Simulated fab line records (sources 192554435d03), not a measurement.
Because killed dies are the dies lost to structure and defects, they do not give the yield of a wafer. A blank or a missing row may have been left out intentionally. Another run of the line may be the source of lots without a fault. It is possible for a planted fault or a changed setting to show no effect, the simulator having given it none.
fab line records ; flow n5-finfet ; part 2 of 2: steps 4 to 6 of 6
record: lots: 22; wafers: 66; last-day: 17
route steps=1938 shown BEOL_M10@1507 BEOL_M11@1571 BEOL_M12@1612
lots that met no fault: from a run of the same line without faults
start-h: the number of hours between the record's first day and the start of the first shown wafer of the lot ; wait-h: hours elapsed since this lot's preceding step ; " as in the row above ; L1.1+2: several wafers, shown together as one row ; - no value, or no start was given ; * or withheld: withheld ; < > ~ a bound
route shown NAME@n: names a module that has steps shown in the file, with the first one's number in the route ; usual: the fault-free wafers' mean and standard deviation ; same: alike in all rows ; chamber/n: place in a boat ; sites: per-site readings ; _std_site: how widely they spread, as a standard deviation ; _edge_site: mean of outer sites minus mean of inner sites ; radius-mm: how far each site lies from the wafer's centre ; mask NAME#n: copy n ; behind: tool/chamber where the wafer was last shaped ; hold: cause of the lot's hold/its duration in hours/its outcome ; device: the transistor (n, p or np) that didn't switch ; end of line: at the end of the route, the tests of the same wafers ; a step with no rows: only its recipe ; killed: dies lost to structure and defects at the first sort, not the wafer's yield ; map: per-die view of a wafer (x killed, . not killed, _ where there is no die)
set.NAME: the setting as run; set.NAME@STEP: as run at that earlier step ; model.NAME: the simulator's own value behind a step, which no gauge read
steps of the route over a sample of lots; a table a step, a row a wafer
services: from which hour (start-h, from the record's first day; less than 0 if before it) a tool's chamber was out of use, for how many hours, and why
== steps ==
step: N5_BEOL_M11_DESCUM_33
recipe: chemistry: O2; time-s: 7.9; source-power-w: 50; bias-power-w: 20; pressure-mtorr: 20; rf-frequency-hz: 2.712e+07; temp-c: 40; resist: CAR-ArF; o2-flow-sccm: 225
usual: drypump-motor-current-A: 5.7/0.64; oes-product-au: 0.80/0.092; rf-fwd-power-W: 49.3/0.32; rf-vpp-V: 243.0/1.5; showerhead-plenum-p-Torr: 2.08/0.089; throttle-valve-pct: 20.36/0.18
lot.wafer;tool;chamber;start-h;wait-h;drypump-motor-current-A;oes-product-au;rf-fwd-power-W;rf-hours-counter-h;rf-vpp-V;showerhead-plenum-p-Torr;throttle-valve-pct
L074.2;rie-diel-05;3;229.41;0.0;6.8;0.77;49.0;161;240.9;2.00;20.42
L074.5;rie-diel-05;3;229.41;0.0;6.8;0.76;48.9;-;239.9;2.00;20.43
L074.6;rie-diel-05;0;229.41;0.0;4.7;0.86;48.8;-;241.7;2.03;20.18
L077.1;rie-diel-01;3;230.90;0.0;4.9;0.94;48.8;11;243.3;2.14;20.01
L077.3;rie-diel-01;2;230.90;0.0;6.3;0.73;49.5;201;243.8;2.15;20.72
L077.5;rie-diel-01;0;230.90;0.0;6.0;1.01;49.6;-;243.5;2.15;20.31
L075.3;rie-diel-03;3;231.89;0.0;5.3;0.76;49.0;138;241.3;1.92;20.20
L075.4;rie-diel-03;2;231.89;0.0;5.1;0.74;49.0;165;244.4;2.18;20.36
L075.5;rie-diel-03;1;231.89;0.0;5.4;0.73;49.4;-;245.7;2.17;20.33
L076.2;rie-diel-01;0;235.76;0.0;6.0;0.99;49.9;3;243.8;2.15;20.31
L076.4;rie-diel-01;3;235.76;0.0;4.9;0.94;48.8;12;244.4;2.14;20.01
L076.6;rie-diel-01;2;235.76;0.0;6.3;0.73;49.4;-;244.1;2.15;20.72
L079.1;rie-diel-05;3;259.34;1.2;6.8;0.75;48.7;171;242.7;1.99;20.43
L079.4;rie-diel-05;2;259.34;1.2;6.2;0.70;49.3;199;240.7;2.00;20.67
L079.6;rie-diel-05;2;259.34;1.2;6.2;0.70;49.3;-;241.9;2.00;20.66
L081.1;rie-diel-01;2;267.89;0.0;6.3;0.72;49.5;208;244.1;2.15;20.76
L081.4;rie-diel-01;3;267.89;0.0;4.9;0.91;49.1;24;242.9;2.13;20.03
L081.6;rie-diel-01;0;267.89;0.0;6.0;0.95;49.6;-;244.6;2.15;20.35
L083.1;rie-diel-05;1;271.71;0.1;6.0;0.92;49.7;20;242.9;2.05;20.41
L083.2;rie-diel-05;3;271.71;0.1;6.8;0.74;48.6;174;241.0;1.99;20.44
L083.4;rie-diel-05;2;271.71;0.1;6.2;0.70;49.3;203;241.6;2.00;20.68
L082.1;rie-diel-03;2;271.86;0.0;5.2;0.72;48.9;175;243.7;2.18;20.38
L082.4;rie-diel-03;1;271.86;0.0;5.4;0.72;49.2;-;244.0;2.16;20.34
L082.6;rie-diel-03;3;271.86;0.0;5.2;0.74;49.2;-;240.5;1.92;20.25
L084.3;rie-diel-05;0;280.46;0.0;4.7;0.84;48.8;69;242.5;2.02;20.20
L084.5;rie-diel-05;3;280.46;0.0;6.7;0.75;49.0;-;242.6;1.99;20.45
L084.6;rie-diel-05;0;280.46;0.0;4.7;0.84;48.8;-;241.6;2.02;20.21
L085.2;rie-diel-05;3;287.32;0.1;6.8;0.74;48.8;179;241.0;1.99;20.46
L085.4;rie-diel-05;0;287.32;0.1;4.8;0.82;49.0;72;241.6;2.02;20.20
L085.6;rie-diel-05;3;287.32;0.1;6.7;0.74;48.8;-;242.0;1.99;20.43
L086.1;rie-diel-05;0;295.75;0.0;4.7;0.84;48.7;75;243.0;2.02;20.23
L086.2;rie-diel-05;2;295.75;0.0;6.3;0.69;49.9;211;242.4;2.00;20.68
L086.4;rie-diel-05;3;295.75;0.0;6.8;0.74;49.2;182;242.2;1.99;20.48
L087.2;rie-diel-05;0;302.69;0.0;4.7;0.83;48.9;76;241.9;2.02;20.21
L087.5;rie-diel-05;0;302.69;0.0;4.7;0.83;48.8;-;241.4;2.02;20.21
L087.6;rie-diel-05;3;302.69;0.0;6.8;0.75;49.1;-;241.9;1.99;20.44
L088.2;rie-diel-01;2;311.74;0.0;6.3;0.71;49.4;219;243.2;2.15;20.75
L088.3;rie-diel-01;0;311.74;0.0;6.0;0.91;49.6;30;245.4;2.14;20.38
L088.5;rie-diel-01;0;311.74;0.0;6.0;0.92;49.5;-;242.8;2.14;20.37
L090.1;rie-diel-01;2;312.20;0.3;6.3;0.72;49.5;219;242.9;2.15;20.77
L090.3;rie-diel-01;0;312.20;0.3;6.0;0.93;49.7;30;244.0;2.14;20.37
L090.6;rie-diel-01;0;312.20;0.3;6.0;0.93;49.7;-;244.0;2.14;20.37
L091.4;rie-diel-05;0;317.77;0.0;4.7;0.82;48.8;81;240.9;2.02;20.22
L091.5;rie-diel-05;3;317.77;0.0;6.8;0.74;49.3;-;241.0;1.99;20.46
L091.6;rie-diel-05;0;317.77;0.0;4.7;0.81;48.6;-;243.8;2.02;20.22
L089.2;rie-diel-03;2;319.81;0.0;5.2;0.71;49.1;193;245.8;2.17;20.39
L089.3;rie-diel-03;1;319.81;0.0;5.4;0.71;49.3;218;244.3;2.16;20.36
L089.6;rie-diel-03;2;319.81;0.0;5.2;0.71;49.0;-;245.2;2.17;20.39
L092.1;rie-diel-03;1;335.18;0.0;5.4;0.70;49.7;222;243.7;2.16;20.37
L092.4;rie-diel-03;3;335.18;0.0;5.2;0.71;49.4;177;240.7;1.91;20.27
L092.6;rie-diel-03;0;335.18;0.0;5.4;0.93;49.5;-;245.4;2.15;20.13
L095.1;rie-diel-05;3;345.21;0.3;6.8;0.74;49.1;196;241.1;1.98;20.48
L095.3;rie-diel-05;0;345.21;0.3;4.8;0.81;48.9;89;240.7;2.02;20.23
L095.4;rie-diel-05;2;345.21;0.3;6.2;0.68;49.7;225;239.1;1.99;20.70
L093.1;rie-diel-01;3;345.82;0.0;4.9;0.86;49.1;49;244.1;2.12;20.06
L093.4;rie-diel-01;2;345.82;0.0;6.4;0.71;49.2;229;243.2;2.14;20.76
L093.5;rie-diel-01;2;345.82;0.0;6.4;0.70;49.6;-;245.6;2.14;20.76
L094.2;rie-diel-05;0;347.23;0.3;4.7;0.81;48.7;90;242.0;2.02;20.25
L094.3;rie-diel-05;3;347.23;0.3;6.7;0.72;49.0;197;242.5;1.98;20.48
L094.4;rie-diel-05;1;347.23;0.3;6.0;0.86;49.3;43;242.6;2.05;20.43
L096.2;rie-diel-03;3;358.74;0.7;5.2;0.72;49.2;184;241.0;1.91;20.29
L096.3;rie-diel-03;1;358.74;0.7;5.4;0.70;49.4;229;244.1;2.15;20.38
L096.6;rie-diel-03;1;358.74;0.7;5.4;0.70;49.5;-;244.3;2.15;20.39
L097.1;rie-diel-03;3;361.58;0.0;5.2;0.72;49.4;185;242.7;1.91;20.28
L097.4;rie-diel-03;2;361.58;0.0;5.2;0.71;49.1;205;244.7;2.17;20.44
L097.5;rie-diel-03;2;361.58;0.0;5.2;0.72;49.2;-;243.0;2.17;20.44
step: N5_BEOL_M11_CURE_72
recipe: temp-c: 370; time-s: 120; ambient: DMADMS/He; material: SiCOH_lowk
usual: lamp-power-pct: 52.32/0.054; wafer_temp_C_max: 371.8/0.49
lot.wafer;tool;chamber;start-h;wait-h;lamp-power-pct;wafer_temp_C_max
L074.2;uv-cure-03;2;230.42;0.4;52.27;371.8
L074.5;uv-cure-03;2;230.42;0.4;52.40;371.0
L074.6;uv-cure-03;2;230.42;0.4;52.28;372.0
L077.1;uv-cure-02;0;231.59;0.0;52.33;371.5
L077.3;uv-cure-02;0;231.59;0.0;52.33;371.1
L077.5;uv-cure-02;0;231.59;0.0;52.32;371.3
L075.3;uv-cure-02;0;232.68;0.1;52.25;371.6
L075.4;uv-cure-02;0;232.68;0.1;52.33;371.8
L075.5;uv-cure-02;0;232.68;0.1;52.29;371.8
L076.2;uv-cure-02;2;236.50;0.1;52.31;371.5
L076.4;uv-cure-02;2;236.50;0.1;52.35;371.7
L076.6;uv-cure-02;2;236.50;0.1;52.29;371.9
L079.1;uv-cure-03;1;260.03;0.0;52.23;371.0
L079.4;uv-cure-03;1;260.03;0.0;52.22;370.7
L079.6;uv-cure-03;1;260.03;0.0;52.34;370.9
L081.1;uv-cure-01;2;268.58;0.0;52.24;372.3
L081.4;uv-cure-01;2;268.58;0.0;52.40;371.5
L081.6;uv-cure-01;2;268.58;0.0;52.40;371.8
L083.1;uv-cure-01;1;272.41;0.0;52.30;372.1
L083.2;uv-cure-01;1;272.41;0.0;52.38;371.6
L083.4;uv-cure-01;1;272.41;0.0;52.30;372.3
L082.1;uv-cure-02;0;272.81;0.3;52.30;371.6
L082.4;uv-cure-02;0;272.81;0.3;52.38;371.6
L082.6;uv-cure-02;0;272.81;0.3;52.34;371.9
L084.3;uv-cure-02;0;281.38;0.3;52.28;371.5
L084.5;uv-cure-02;0;281.38;0.3;52.35;371.6
L084.6;uv-cure-02;0;281.38;0.3;52.27;371.4
L085.2;uv-cure-03;0;288.13;0.2;52.33;371.3
L085.4;uv-cure-03;0;288.13;0.2;52.41;371.4
L085.6;uv-cure-03;0;288.13;0.2;52.30;371.3
L086.1;uv-cure-01;1;296.44;0.0;52.30;371.8
L086.2;uv-cure-01;1;296.44;0.0;52.28;371.7
L086.4;uv-cure-01;1;296.44;0.0;52.41;372.0
L087.2;uv-cure-02;0;303.43;0.1;52.29;371.4
L087.5;uv-cure-02;0;303.43;0.1;52.25;371.5
L087.6;uv-cure-02;0;303.43;0.1;52.28;371.2
L088.2;uv-cure-02;2;312.48;0.1;52.38;372.0
L088.3;uv-cure-02;2;312.48;0.1;52.30;371.8
L088.5;uv-cure-02;2;312.48;0.1;52.30;372.4
L090.1;uv-cure-01;1;312.89;0.0;52.34;371.8
L090.3;uv-cure-01;1;312.89;0.0;52.36;372.3
L090.6;uv-cure-01;1;312.89;0.0;52.40;372.4
L091.4;uv-cure-02;2;318.61;0.2;52.31;371.9
L091.5;uv-cure-02;2;318.61;0.2;52.27;372.9
L091.6;uv-cure-02;2;318.61;0.2;52.36;371.5
L089.2;uv-cure-03;0;320.55;0.1;52.24;371.4
L089.3;uv-cure-03;0;320.55;0.1;52.40;371.8
L089.6;uv-cure-03;0;320.55;0.1;52.31;372.1
L092.1;uv-cure-02;2;335.95;0.1;52.35;372.1
L092.4;uv-cure-02;2;335.95;0.1;52.28;372.2
L092.6;uv-cure-02;2;335.95;0.1;52.40;371.5
L095.1;uv-cure-03;1;345.89;0.0;52.33;370.9
L095.3;uv-cure-03;1;345.89;0.0;52.39;371.5
L095.4;uv-cure-03;1;345.89;0.0;52.40;371.1
L093.1;uv-cure-02;1;346.51;0.0;52.24;373.3
L093.4;uv-cure-02;1;346.51;0.0;52.28;372.1
L093.5;uv-cure-02;1;346.51;0.0;52.27;372.9
L094.2;uv-cure-03;0;347.97;0.1;52.37;371.5
L094.3;uv-cure-03;0;347.97;0.1;52.32;372.1
L094.4;uv-cure-03;0;347.97;0.1;52.32;372.5
L096.2;uv-cure-01;2;359.51;0.1;52.44;371.6
L096.3;uv-cure-01;2;359.51;0.1;52.36;371.3
L096.6;uv-cure-01;2;359.51;0.1;52.33;371.6
L097.1;uv-cure-01;1;362.49;0.3;52.27;371.9
L097.4;uv-cure-01;1;362.49;0.3;52.33;372.2
L097.5;uv-cure-01;1;362.49;0.3;52.34;371.9
step: N5_BEOL_M12_CD_MEAS_10
recipe: target-cd-nm: 140; landing-energy-ev: 500; detector: se-inlens; polarity: opening
usual: cd-nm: 140.2/1.6
lot.wafer;tool;chamber;start-h;wait-h;cd-nm
L074.2;cd-sem-01;0;233.57;-;141.7
L074.5;cd-sem-01;0;233.57;-;140.9
L074.6;cd-sem-01;0;233.57;-;141.3
L077.1;cd-sem-02;0;235.18;-;138.8
L077.3;cd-sem-02;0;235.18;-;138.0
L077.5;cd-sem-02;0;235.18;-;138.3
L075.3;cd-sem-03;0;235.58;-;138.4
L075.4;cd-sem-03;0;235.58;-;138.1
L075.5;cd-sem-03;0;235.58;-;139.0
L076.2;cd-sem-01;0;239.06;-;141.7
L076.4;cd-sem-01;0;239.06;-;138.3
L076.6;cd-sem-01;0;239.06;-;140.7
L079.1;cd-sem-03;0;263.97;-;138.3
L079.4;cd-sem-03;0;263.97;-;138.1
L079.6;cd-sem-03;0;263.97;-;139.4
L081.1;cd-sem-01;0;271.09;-;142.0
L081.4;cd-sem-01;0;271.09;-;142.2
L081.6;cd-sem-01;0;271.09;-;144.1
L083.1;cd-sem-01;0;275.19;-;139.1
L083.2;cd-sem-01;0;275.19;-;140.8
L083.4;cd-sem-01;0;275.19;-;140.2
L082.1;cd-sem-02;0;276.08;-;143.8
L082.4;cd-sem-02;0;276.08;-;143.5
L082.6;cd-sem-02;0;276.08;-;142.0
L084.3;cd-sem-01;0;284.02;-;141.6
L084.5;cd-sem-01;0;284.02;-;141.1
L084.6;cd-sem-01;0;284.02;-;140.9
L085.2;cd-sem-01;0;291.25;-;140.8
L085.4;cd-sem-01;0;291.25;-;137.6
L085.6;cd-sem-01;0;291.25;-;139.9
L086.1;cd-sem-01;0;299.73;-;139.8
L086.2;cd-sem-01;0;299.73;-;139.2
L086.4;cd-sem-01;0;299.73;-;137.6
L087.2;cd-sem-01;0;307.57;-;138.8
L087.5;cd-sem-01;0;307.57;-;138.1
L087.6;cd-sem-01;0;307.57;-;138.5
L088.2;cd-sem-02;0;315.06;-;141.0
L088.3;cd-sem-02;0;315.06;-;139.8
L088.5;cd-sem-02;0;315.06;-;139.5
L090.1;cd-sem-03;0;317.07;-;139.5
L090.3;cd-sem-03;0;317.07;-;140.9
L090.6;cd-sem-03;0;317.07;-;139.9
L091.4;cd-sem-02;0;321.23;-;137.1
L091.5;cd-sem-02;0;321.23;-;139.6
L091.6;cd-sem-02;0;321.23;-;137.6
L089.2;cd-sem-02;0;324.94;-;139.6
L089.3;cd-sem-02;0;324.94;-;140.4
L089.6;cd-sem-02;0;324.94;-;141.0
L092.1;cd-sem-02;0;340.67;-;137.7
L092.4;cd-sem-02;0;340.67;-;141.6
L092.6;cd-sem-02;0;340.67;-;141.1
L095.1;cd-sem-01;0;349.67;-;141.1
L095.3;cd-sem-01;0;349.67;-;141.6
L095.4;cd-sem-01;0;349.67;-;140.2
L093.1;cd-sem-02;0;350.10;-;143.9
L093.4;cd-sem-02;0;350.10;-;143.8
L093.5;cd-sem-02;0;350.10;-;142.8
L094.2;cd-sem-01;0;352.17;-;139.3
L094.3;cd-sem-01;0;352.17;-;140.9
L094.4;cd-sem-01;0;352.17;-;139.6
L096.2;cd-sem-01;0;362.35;-;138.5
L096.3;cd-sem-01;0;362.35;-;137.6
L096.6;cd-sem-01;0;362.35;-;138.5
L097.1;cd-sem-02;0;365.22;-;141.1
L097.4;cd-sem-02;0;365.22;-;140.0
L097.5;cd-sem-02;0;365.22;-;140.4
== services ==
tool;chamber;start-h;hours;kind
ald-metal-03;1;197.08;2.4;repair
ald-metal-02;-;201.78;6.0;pm
rie-diel-01;-;202.49;2.8;pm
rie-diel-04;1;209.25;5.5;repair
ald-metal-02;0;223.66;15.9;repair
uv-cure-01;-;226.66;10.1;repair
rie-diel-04;0;234.06;1.5;repair
rie-diel-01;2;247.19;13.3;repair
rie-diel-03;2;251.67;11.3;repair
rie-diel-02;3;252.44;-;clean
rie-diel-02;3;252.44;-;consumable-replace:focus-ring
rie-diel-02;3;252.44;23.4;scheduled-down
rie-diel-02;3;252.44;23.4;vent-cycle
rie-diel-01;2;276.08;10.4;repair
rie-diel-02;1;284.06;-;clean
rie-diel-03;1;291.76;7.9;repair
uv-cure-03;-;328.21;14.1;repair
ald-metal-02;-;331.92;0.4;repair
ald-metal-04;-;337.41;14.0;pm
rie-diel-04;1;342.58;5.9;repair
rie-diel-04;3;353.66;5.1;repair
uv-cure-03;-;357.52;7.5;pm
rie-diel-06;-;360.52;0.5;repair
ald-metal-04;-;362.58;2.0;repair
